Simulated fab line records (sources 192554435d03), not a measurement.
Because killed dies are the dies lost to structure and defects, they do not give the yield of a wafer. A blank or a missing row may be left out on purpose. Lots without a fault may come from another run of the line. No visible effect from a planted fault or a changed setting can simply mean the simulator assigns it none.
A lot that was struck, set against a sound lot || flow n5Finfet || 22 out of 1938 route steps
Sound: these wafers, L330.2, L330.5, L330.6. The struck wafers were L327.1, L327.2, L327.3. The cause comes at the end.
Per side, at each step with rows, come the tool, then ch with its chambers, and then its first start. Under that, the readings that differ: sound wafers || struck wafers || difference of the means || sigmas: that difference in standard deviations of wafers without a fault.
alike: same words and numbers on both sides, and readings whose means sit less than 2 such deviations apart. not compared: any withheld reading, any reading some wafer has no value for, any bound like >300 that may hide the same value, and any number with overlapping values for which the record gives no deviation.
Wherever a step has rows on one side only, a row that says differs or no value, or a row with sigmas, the two part there. Numbers that have no deviation but don't overlap get no sigmas and don't part them. A reading that every wafer of one side lacks parts them only if that side has two wafers or more.

first, 7 steps without rows for these wafers: N5_BEOL_M2_COAT_73 (time 60 s, resist thk 5 nm); N5_BEOL_M2_COAT_05 (resist thk 30 nm); N5_BEOL_M2_EBR_07; N5_BEOL_M2_SOFTBAKE_06 (time 60 s); N5_BEOL_M2_EXPOSE_08 (exposes mask M2); N5_BEOL_M2_PEB_09 (peb time 60 s); N5_BEOL_M2_DEVELOP_10 (develop time 30 s).
N5_BEOL_M2_CD_MEAS_11 targets a cd of 16.79 nm.
  sound on cdSem-03 ch 0, day 10 09:19; struck on cdSem-01 ch 0, day 9 19:42
  alike: cdNm
N5_BEOL_M2_OVL_MEAS_12:
  sound on overlay-01 ch 0, day 10 09:21; struck on overlay-01 ch 0, day 9 19:44
  alike: M2_OVL
N5_BEOL_M2_INSPECT_13: inspects for defects (brightfield).
  sound on defectInspect-02, day 10 09:25; struck on defectInspect-02, day 9 19:47
  alike: rawDefectCount
N5_BEOL_M2_DESCUM_16: chemistry O2, time 7 s.
  sound on rieDiel-04 ch 2,3, day 10 09:26; struck on rieDiel-04 ch 0,2,3, day 9 20:19
  alike: drypumpMotorCurrentA, oesProductAu, rfVppV, showerheadPlenumPTorr, throttleValvePct
  not compared: rfHoursCounterH
N5_BEOL_M2_ETCH_74: etches underlayer in N2/H2, target depth 6.5 nm, time 5.2 s.
  sound on rieDiel-04 ch 2,3, day 10 09:29; struck on rieDiel-04 ch 0,2,3, day 9 20:21
  alike: biasW, chamberPressureMTorr, drypumpMotorCurrentA, etchRfOnTimeS, oesProductAu, rfVppV, showerheadPlenumPTorr, throttleValvePct
  not compared: rfHoursCounterH
N5_BEOL_M2_ETCH_63: etches SiARC in CF4, target depth 15.6 nm, time 26 s.
  sound on rieDiel-04 ch 2,3, day 10 09:29; struck on rieDiel-04 ch 0,2,3, day 9 20:22
  no value came back on the struck wafers for any of 8 readings (biasW (W), cf4FlowSccm (sccm) and others); on the sound wafers biasW (W) reads 35.98 35.97 35.97
  not compared: rfHoursCounterH
N5_BEOL_M2_ETCH_64: etches SOC in N2/H2, target depth 75 nm, overetch 22.5 nm, time 121.9 s.
  sound on rieDiel-04 ch 2,3, day 10 09:31; struck on rieDiel-04 ch 0,2,3, day 9 20:24
{"reading": "oesProductAu (a.u.)", "sound": "0.61 0.61 0.68", "struck": "0.34 0.30 0.32", "difference": -0.31, "sigmas": -6}
  alike: biasW, chamberPressureMTorr, drypumpMotorCurrentA, rfVppV, showerheadPlenumPTorr, throttleValvePct
  not compared: rfHoursCounterH
then, 2 steps without rows for these wafers: N5_BEOL_M2_STRIP_65 (strips in N2/H2); N5_BEOL_M2_STRIP_75 (strips in N2/H2).
N5_BEOL_M2_STRIP_66: strips in CF4.
  sound on rieDiel-04 ch 2,3, day 10 09:39; struck on rieDiel-04 ch 0,2,3, day 9 20:32
  alike: cf4FlowSccm, drypumpMotorCurrentA, oesProductAu, rfVppV, showerheadPlenumPTorr, throttleValvePct
  not compared: rfHoursCounterH
N5_BEOL_M2_HM_OPEN_17: chemistry Cl2/BCl3, target TiN, target depth 20 nm, overetch 6 nm.
  sound on rieMetal-02 ch 0,1, day 10 09:41; struck on rieMetal-02 ch 0,1, day 9 20:34
{"reading": "oesProductAu (a.u.)", "sound": "0.64 0.63 0.69", "struck": "0.28 0.31 0.27", "difference": -0.37, "sigmas": -4}
{"reading": "throttleValvePct (%)", "sound": "21.96 21.95 22.21", "struck": "22.60 22.86 22.60", "difference": "+0.65", "sigmas": "+5"}
  alike: drypumpMotorCurrentA
  not compared: rfHoursCounterH
N5_BEOL_M2_STRIP_19: strips in O2.
  sound on rieDiel-01 ch 0,2, day 10 09:50; struck on rieDiel-05 ch 0,1,2, day 9 20:50
{"reading": "throttleValvePct (%)", "sound": "16.07 16.08 16.74", "struck": "16.88 16.77 16.60", "difference": "+0.45", "sigmas": "+2"}
  alike: drypumpMotorCurrentA, oesProductAu, rfVppV, showerheadPlenumPTorr
  not compared: rfHoursCounterH
N5_BEOL_M2_CD_MEAS_18: pitch 36 nm, target cd 18 nm.
  sound on cdSem-02, day 10 09:55; struck on cdSem-01, day 9 20:55
{"reading": "cdNm (nm)", "sound": "17.3 17.8 17.7", "struck": "- - -", "difference": "no value on the struck wafers", "sigmas": ""}
then, 1 step without rows for these wafers: N5_BEOL_M2_COAT_67 (time 60 s, resist thk 60 nm).
N5_BEOL_M4_RC_MEAS_101:
  the record has rows for the sound wafers here (prober-01 ch 0, day 12 05:02) and none for the struck ones

WHERE THEY PART
Last at N5_BEOL_M4_RC_MEAS_101 as far as this record goes, first at N5_BEOL_M2_ETCH_63.

WHY: what had been put in by the simulator
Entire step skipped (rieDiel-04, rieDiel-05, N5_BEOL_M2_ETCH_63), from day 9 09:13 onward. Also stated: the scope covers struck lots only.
